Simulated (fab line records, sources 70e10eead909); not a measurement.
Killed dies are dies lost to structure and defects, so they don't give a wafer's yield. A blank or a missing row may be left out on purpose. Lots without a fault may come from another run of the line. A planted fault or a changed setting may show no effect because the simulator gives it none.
Chamber matching | flow nand_harc | NHARC_A_STAIRCASE_ALD_415 on ald_hk-03: 4 sister chambers
The step deposits SiO2, target thk 30 nm, pulse time 6 s, ald cycles 300. 4 wafers are shown with their chamber, then 7 later ones without.

WAFERS WITH THEIR CHAMBER
wafer  | chamber | heater_power_outer_w (W)
L084.5 | 3       | 264
L088.6 | 2       | 216
L095.2 | 1       | 243
L095.4 | 0       | 252

WAFERS WITHOUT THEIR CHAMBER
wafer  | heater_power_outer_w (W)
L095.6 | 263
L096.1 | 241
L096.2 | 258
L096.5 | 227
L097.1 | 238
L097.2 | 265
L097.6 | 230

WHICH CHAMBER EACH WENT THROUGH
wafer  | from the rows above          | in truth
L095.6 | can't be placed: 3 or 0      | 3
L096.1 | can't be placed: 1 or 0      | 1
L096.2 | can't be placed: 0 or 3 or 1 | 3
L096.5 | can't be placed: 2 or 1 or 0 | 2
L097.1 | can't be placed: 1 or 0      | 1
L097.2 | can't be placed: 3 or 0      | 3
L097.6 | can't be placed: 1 or 2 or 0 | 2
Placed correctly: 0 of 7. Can't be placed from these rows: 7 (the true chamber is among the candidates in 7). Placed wrongly: 0.
How it was worked out, from the rows above alone: a wafer's distance from a chamber is the root of the sum, over the readings, of the square of ((its reading less the chamber's mean) divided by the reading's scatter). The wafer belongs to the nearest chamber; if the next one is less than 2 further off, it can't be placed. A chamber's mean is the mean of its shown wafers. The scatter: with one shown wafer a chamber, the root of the mean of the squares of how far each hidden wafer lies from its nearest shown one.
